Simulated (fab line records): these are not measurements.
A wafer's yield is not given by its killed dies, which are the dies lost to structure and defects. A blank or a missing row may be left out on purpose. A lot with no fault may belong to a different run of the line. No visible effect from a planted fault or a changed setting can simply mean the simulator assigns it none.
Which of the tools did it? | flow n5_finfet | Sampling: 8 lots, 22 wafers, 8 of 1938 route steps

## WHAT THE GAUGES SHOWED, per wafer
N5_FIN_SAQP_CD_MEAS_31 targets a cd of 8 nm. Usual: cd_nm at 8.12 nm, with a standard deviation of 0.24.
lot  | measured    | on        | cd_nm (nm)     | flag
L519 | day 2 02:30 | cd_sem-01 | 8.01 8.38 8.37 |
L522 | day 2 20:10 | cd_sem-01 | 8.06 8.34 8.65 |
L523 | day 3 02:05 | cd_sem-01 | 8.20 8.26 7.70 |
L528 | day 4 07:41 | cd_sem-02 | 8.22 7.99 8.05 |
L532 | day 5 07:28 | cd_sem-03 | 8.29 7.72 8.06 |
L533 | day 5 14:19 | cd_sem-01 | 8.37 8.26 8.42 |
L536 | day 6 09:02 | cd_sem-02 | 8.36 8.37      |
L542 | day 7 22:32 | cd_sem-02 | 7.90 8.32      |

N5_FIN_SAQP_OCD_MEAS_76. Usual: trench_depth_nm at 120.6 nm, with a standard deviation of 2.6.
lot  | measured    | on     | trench_depth_nm (nm) | flag
L519 | day 2 03:03 | ocd-01 | 122.4 124.1 122.8    |
L522 | day 2 20:52 | ocd-02 | 121.0 122.1 118.9    |
L523 | day 3 02:39 | ocd-01 | 123.2 121.1 120.6    |
L528 | day 4 08:14 | ocd-02 | 118.6 117.9 116.5    |
L532 | day 5 08:01 | ocd-01 | 0.5 0 0.1            | OFF
L533 | day 5 15:06 | ocd-02 | 0 0 0                | OFF
L536 | day 6 09:35 | ocd-01 | 123.1 117.0          |
L542 | day 7 23:12 | ocd-02 | 122.4 125.2          |

N5_BEOL_M4_RC_MEAS_101. Usual: DIBL_N 37.2 mV/V, standard deviation 2.1; DIBL_P 37.3 mV/V, standard deviation 2.3; IOFF_N 0.18 nA/um, standard deviation 0.041; IOFF_P 0.24 nA/um, standard deviation 0.042; ION_N 680 uA/um, standard deviation 13; ION_P 466 uA/um, standard deviation 7.7; SS_N 71.8 mV/dec, standard deviation 0.68; SS_P 73.5 mV/dec, standard deviation 0.66; VT_N 249 mV, standard deviation 3.6; VT_P -248 mV, standard deviation 3.4.
lot  | measured     | on        | DIBL_N (mV/V)  | DIBL_P (mV/V)  | IOFF_N (nA/um) | IOFF_P (nA/um) | ION_N (uA/um) | ION_P (uA/um) | SS_N (mV/dec)  | SS_P (mV/dec)  | VT_N (mV)   | VT_P (mV)      | flag
L519 | day 8 08:06  | prober-02 | 36.9 36.9 37.2 | 36.3 36.9 37.8 | 0.16 0.16 0.18 | 0.22 0.22 0.23 | 673 670 678   | 467 467 466   | 71.0 71.6 71.7 | 72.9 73.0 73.3 | 248 247 249 | -250 -248 -248 |
L522 | day 9 01:14  | prober-01 | 39.2 38.1 39.9 | 39.5 37.7 41.7 | 0.23 0.19 0.27 | 0.27 0.23 0.32 | 705 689 712   | 473 468 482   | 71.8 72.9 72.1 | 74.0 73.8 74.1 | 243 248 242 | -247 -252 -243 |
L523 | day 9 10:15  | prober-02 | 37.4 38.0 35.2 | 34.9 36.7 31.8 | 0.14 0.16 0.11 | 0.19 0.21 0.15 | 667 666 652   | 458 458 450   | 71.9 71.9 70.9 | 73.1 73.1 71.9 | 251 249 257 | -251 -251 -256 |
L528 | day 10 12:20 | prober-02 | 35.3 33.3 36.0 | 36.0 34.3 36.6 | 0.16 0.13 0.18 | 0.26 0.22 0.28 | 686 670 686   | 475 473 477   | 72.0 70.9 71.9 | 73.8 73.4 73.5 | 249 250 249 | -244 -246 -240 |
L536 | day 13 17:26 | prober-01 | 39.4 39.5      | 40.3 40.7      | 0.22 0.21      | 0.30 0.31      | 684 675       | 479 470       | 73.5 72.4      | 74.3 74.2      | 247 250     | -246 -244      |
L542 | day 15 00:02 | prober-02 | 37.5 38.1      | 36.9 37.8      | 0.18 0.20      | 0.25 0.27      | 675 677       | 466 463       | 72.0 72.2      | 73.6 74.2      | 251 248     | -249 -245      |

## TOOL THAT RAN EACH LOT (tool first, then ch and the chambers of the sampled wafers, then the start)
lot  | N5_FIN_SAQP_ETCH_57               | N5_FIN_SAQP_HM_OPEN_33            | N5_FIN_SAQP_ETCH_34               | N5_FIN_SAQP_HM_CD_35   | N5_FIN_SAQP_FIN_ETCH_36
L519 | rie_diel-05 ch 0,1,2, day 2 01:00 | rie_diel-04 ch 2,3, day 2 02:33   | rie_diel-04 ch 2,3, day 2 02:37   | cd_sem-03, day 2 02:46 | rie_si-04 ch 0,1, day 2 02:50
L522 | rie_diel-04 ch 0,1,2, day 2 18:40 | rie_diel-06 ch 0,2,3, day 2 20:22 | rie_diel-06 ch 0,2,3, day 2 20:26 | cd_sem-02, day 2 20:35 | rie_si-04 ch 0,1,3, day 2 20:40
L523 | rie_diel-06 ch 1,3, day 3 00:34   | rie_diel-05 ch 0,2, day 3 02:08   | rie_diel-05 ch 0,2, day 3 02:13   | cd_sem-01, day 3 02:22 | rie_si-04 ch 0,3, day 3 02:26
L528 | rie_diel-06 ch 1,2, day 4 06:10   | rie_diel-04 ch 0,2, day 4 07:44   | rie_diel-04 ch 0,2, day 4 07:48   | cd_sem-02, day 4 07:57 | rie_si-05 ch 0,2,3, day 4 08:01
L532 | rie_diel-06 ch 0,1,2, day 5 05:51 | rie_diel-05 ch 0,1,3, day 5 07:31 | rie_diel-05 ch 0,1,3, day 5 07:35 | cd_sem-02, day 5 07:44 | rie_si-04 ch 1,2,3, day 5 07:48
L533 | rie_diel-04 ch 0,2, day 5 12:42   | rie_diel-04 ch 0,2,3, day 5 14:36 | rie_diel-04 ch 0,2,3, day 5 14:40 | cd_sem-03, day 5 14:49 | rie_si-04 ch 0,1,2, day 5 14:53
L536 | rie_diel-06 ch 1,2, day 6 07:32   | rie_diel-06 ch 0,1, day 6 09:05   | rie_diel-06 ch 0,1, day 6 09:10   | cd_sem-01, day 6 09:19 | rie_si-05 ch 1,2, day 6 09:22
L542 | rie_diel-04 ch 1,3, day 7 20:55   | rie_diel-05 ch 1,2, day 7 22:40   | rie_diel-05 ch 1,2, day 7 22:44   | cd_sem-01, day 7 22:53 | rie_si-04 ch 0,1, day 7 22:56
- N5_FIN_SAQP_ETCH_57: etches SiNx in CH3F/O2, target depth 32.5 nm, time 46.4 s.
- N5_FIN_SAQP_HM_OPEN_33: chemistry CH3F/O2, target SiNx, target depth 49.4 nm, time 70.6 s.
- N5_FIN_SAQP_ETCH_34: etches SiO2 in C4F6/O2, target depth 45 nm, time 15 s.
- N5_FIN_SAQP_HM_CD_35: target cd 8 nm.
- N5_FIN_SAQP_FIN_ETCH_36: etches the open film in HBr/Cl2/O2, target depth 120 nm, time 50.4 s.

## WHAT THE TOOLS THEMSELVES READ (means of the sampled wafers that have a number; where no wafer has one, the mark that the record gives instead)
N5_FIN_SAQP_ETCH_57. Usual: drypump_motor_current_A 5.6 A, standard deviation 0.46; etch_rf_on_time_s 46.1 s, standard deviation 0.93; oes_product_au 0.68 a.u., standard deviation 0.06; rf_vpp_V 302 V, standard deviation 7.5; showerhead_plenum_p_Torr 2.01 Torr, standard deviation 0.074; throttle_valve_pct 16.28 %, standard deviation 0.2.
lot  | tool        | drypump_motor_current_A (A) | etch_rf_on_time_s (s) | oes_product_au (a.u.) | rf_vpp_V (V) | showerhead_plenum_p_Torr (Torr) | throttle_valve_pct (%) | flag
L519 | rie_diel-05 | 5.6                         | 44.7                  | 0.63                  | 298          | 1.97                            | 16.41                  |
L522 | rie_diel-04 | 5.5                         | 45.5                  | 0.72                  | 308          | 2.05                            | 16.13                  |
L523 | rie_diel-06 | 5.9                         | 46.4                  | 0.70                  | 304          | 2.00                            | 16.33                  |
L528 | rie_diel-06 | 5.2                         | 46.8                  | 0.63                  | 305          | 1.96                            | 16.12                  |
L532 | rie_diel-06 | 5.5                         | 46.1                  | 0.71                  | 300          | 2.02                            | 16.22                  |
L533 | rie_diel-04 | 5.1                         | 45.6                  | 0.73                  | 309          | 2.03                            | 16.17                  |
L536 | rie_diel-06 | 5.3                         | 47.8                  | 0.62                  | 306          | 1.95                            | 16.21                  |
L542 | rie_diel-04 | 5.8                         | 44.1                  | 0.66                  | 304          | 1.99                            | 16.30                  |

N5_FIN_SAQP_HM_OPEN_33. Usual: CH3F_flow_sccm 30.01 sccm, standard deviation 0.093; O2_flow_sccm 20.00 sccm, standard deviation 0.064; drypump_motor_current_A 5.6 A, standard deviation 0.47; etch_rf_on_time_s 68.9 s, standard deviation 1.5; oes_product_au 0.68 a.u., standard deviation 0.067; rf_vpp_V 301 V, standard deviation 7.3; showerhead_plenum_p_Torr 2.01 Torr, standard deviation 0.075; throttle_valve_pct 16.33 %, standard deviation 0.24.
lot  | tool        | CH3F_flow_sccm (sccm) | O2_flow_sccm (sccm) | drypump_motor_current_A (A) | etch_rf_on_time_s (s) | oes_product_au (a.u.) | rf_vpp_V (V) | showerhead_plenum_p_Torr (Torr) | throttle_valve_pct (%) | flag
L519 | rie_diel-04 | 30.06                 | 20.02               | 5.8                         | 67.8                  | 0.73                  | 300          | 1.97                            | 16.39                  |
L522 | rie_diel-06 | 30.04                 | 19.97               | 5.6                         | 69.8                  | 0.64                  | 293          | 1.99                            | 16.35                  |
L523 | rie_diel-05 | 29.94                 | 20.04               | 5.6                         | 68.7                  | 0.62                  | 292          | 1.90                            | 16.28                  |
L528 | rie_diel-04 | 30.03                 | 19.92               | 5.5                         | 67.8                  | 0.73                  | 307          | 2.04                            | 16.26                  |
L532 | rie_diel-05 | -                     | -                   | -                           | -                     | -                     | -            | -                               | -                      | OFF
L533 | rie_diel-04 | -                     | -                   | -                           | -                     | -                     | -            | -                               | -                      | OFF
L536 | rie_diel-06 | 29.91                 | 19.91               | 5.8                         | 69.1                  | 0.74                  | 299          | 2.04                            | 16.34                  |
L542 | rie_diel-05 | 30.07                 | 20.04               | 5.2                         | 68.2                  | 0.70                  | 301          | 2.09                            | 16.33                  |

N5_FIN_SAQP_ETCH_34. Usual: drypump_motor_current_A 5.6 A, standard deviation 0.47; etch_rf_on_time_s 14.93 s, standard deviation 0.24; oes_product_au 0.68 a.u., standard deviation 0.068; rf_vpp_V 673 V, standard deviation 17; showerhead_plenum_p_Torr 2.86 Torr, standard deviation 0.1; throttle_valve_pct 21.05 %, standard deviation 0.26.
lot  | tool        | drypump_motor_current_A (A) | etch_rf_on_time_s (s) | oes_product_au (a.u.) | rf_vpp_V (V) | showerhead_plenum_p_Torr (Torr) | throttle_valve_pct (%) | flag
L519 | rie_diel-04 | 5.8                         | 14.67                 | 0.72                  | 670          | 2.81                            | 21.16                  |
L522 | rie_diel-06 | 5.6                         | 14.98                 | 0.64                  | 657          | 2.84                            | 21.06                  |
L523 | rie_diel-05 | 5.6                         | 15.17                 | 0.61                  | 653          | 2.71                            | 20.93                  |
L528 | rie_diel-04 | 5.5                         | 14.63                 | 0.74                  | 686          | 2.90                            | 21.05                  |
L532 | rie_diel-05 | 5.7                         | 37.50                 | 0.28                  | 673          | 2.87                            | 20.93                  | OFF
L533 | rie_diel-04 | 5.5                         | 37.49                 | 0.31                  | 680          | 2.84                            | 20.75                  | OFF
L536 | rie_diel-06 | 5.8                         | 14.88                 | 0.74                  | 666          | 2.90                            | 21.11                  |
L542 | rie_diel-05 | 5.2                         | 14.68                 | 0.71                  | 676          | 2.97                            | 21.06                  |

N5_FIN_SAQP_HM_CD_35. Usual: cd_nm at 8.20 nm, with a standard deviation of 0.26.
lot  | tool      | cd_nm (nm) | flag
L519 | cd_sem-03 | 8.43       |
L522 | cd_sem-02 | 8.33       |
L523 | cd_sem-01 | 7.89       |
L528 | cd_sem-02 | 8.16       |
L532 | cd_sem-02 | -          | OFF
L533 | cd_sem-03 | -          | OFF
L536 | cd_sem-01 | 8.06       |
L542 | cd_sem-01 | 8.14       |

N5_FIN_SAQP_FIN_ETCH_36. Usual: HBr_flow_sccm 150.1 sccm, standard deviation 0.41; drypump_motor_current_A 6.0 A, standard deviation 0.39; oes_product_au 1.005 a.u., standard deviation 0.019; throttle_valve_pct 36.1 %, standard deviation 0.32.
lot  | tool      | HBr_flow_sccm (sccm) | drypump_motor_current_A (A) | oes_product_au (a.u.) | throttle_valve_pct (%) | flag
L519 | rie_si-04 | 149.8                | 5.8                         | 1.010                 | 36.2                   |
L522 | rie_si-04 | 150.2                | 5.8                         | 0.991                 | 36.1                   |
L523 | rie_si-04 | 149.7                | 5.9                         | 1.003                 | 36.1                   |
L528 | rie_si-05 | 149.9                | 6.6                         | 0.991                 | 36.1                   |
L532 | rie_si-04 | 150.1                | 5.8                         | 1.011                 | 36.0                   |
L533 | rie_si-04 | 150.0                | 5.7                         | 1.003                 | 36.1                   |
L536 | rie_si-05 | 150.1                | 6.1                         | 1.019                 | 35.7                   |
L542 | rie_si-04 | 149.9                | 5.8                         | 1.008                 | 36.2                   |

## THE ANSWER, worked out from the rows above alone
Rule: a lot is off if the mean of its wafers that have a number lies more than 3 standard deviations from the usual mean. Also off: a lot with no number at a reading for which 4 or more lots have one. All remaining lots with rows at the step are treated as sound. The gauges are gone through in route order, then the tools' own readings, and for those a lot's mean is taken as printed above. The first step at which some lot is off is used, and at that step the reading that is off furthest; a lot without a number counts as furthest.
Off, at N5_FIN_SAQP_OCD_MEAS_76 on trench_depth_nm: L532, L533.
If a tool, at a process step before that reading, ran all the lots that are off and no sound lot after the first of them, it fits. Not tried: the gauges at N5_FIN_SAQP_OCD_MEAS_76; whatever is off there is also off at N5_FIN_SAQP_HM_OPEN_33, on other tools, and gauge error can't account for it. None of those tried fits.

## WHAT HAD BEEN PUT IN BY THE SIMULATOR
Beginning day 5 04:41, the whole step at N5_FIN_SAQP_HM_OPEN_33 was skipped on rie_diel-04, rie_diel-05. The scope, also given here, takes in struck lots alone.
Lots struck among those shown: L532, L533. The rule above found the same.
